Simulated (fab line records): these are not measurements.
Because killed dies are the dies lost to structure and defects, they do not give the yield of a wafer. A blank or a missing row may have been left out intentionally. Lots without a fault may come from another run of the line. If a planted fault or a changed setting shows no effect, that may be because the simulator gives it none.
Matching of chambers	flow n5-finfet	N5_BEOL_M11_CMP_52 on cmp-02: 4 sister chambers
The step polishes, stops on SiCOH lowk, t overpolish 7 s, target thk 140 nm. 4 wafers are shown with their chamber, then 10 later ones without.

EACH WAFER AND ITS CHAMBER
wafer	chamber	motor-current-A (A)
L088.3	3	6.3
L088.6	1	5.7
L093.2	0	5.1
L093.4	2	6.2

WAFERS WHOSE CHAMBER IS MISSING
wafer	motor-current-A (A)
L093.6	6.0
L093.1	5.7
L093.3	6.3
L093.5	6.1
L094.1	6.0
L094.2	5.3
L094.5	5.9
L094.3	6.3
L094.4	5.4
L094.6	5.4

WHICH CHAMBER EACH ONE RAN IN
wafer	from the rows above	in truth
L093.6	can't be placed: 2 or 1 or 3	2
L093.1	1	1
L093.3	can't be placed: 3 or 2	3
L093.5	can't be placed: 2 or 3 or 1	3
L094.1	can't be placed: 2 or 1 or 3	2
L094.2	can't be placed: 0 or 1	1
L094.5	can't be placed: 1 or 2 or 3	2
L094.3	can't be placed: 3 or 2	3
L094.4	can't be placed: 1 or 0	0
L094.6	can't be placed: 1 or 0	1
Correctly placed: 1 of 10. Cannot be placed on the basis of these rows: 9; the candidates contain the true chamber in 9. Wrongly placed: 0.
How it was worked out, from the rows above alone: a wafer's distance from a chamber is the root of the sum, over the readings, of the square of ((its reading less the chamber's mean) divided by the reading's scatter). If the next closest chamber is less than 2 further off than the closest, the wafer can't be placed; otherwise it belongs to the closest. For every chamber, the mean is computed from those of its wafers that are shown. The scatter: root of mean squared gap, hidden wafer to nearest shown wafer, with one shown wafer a chamber.
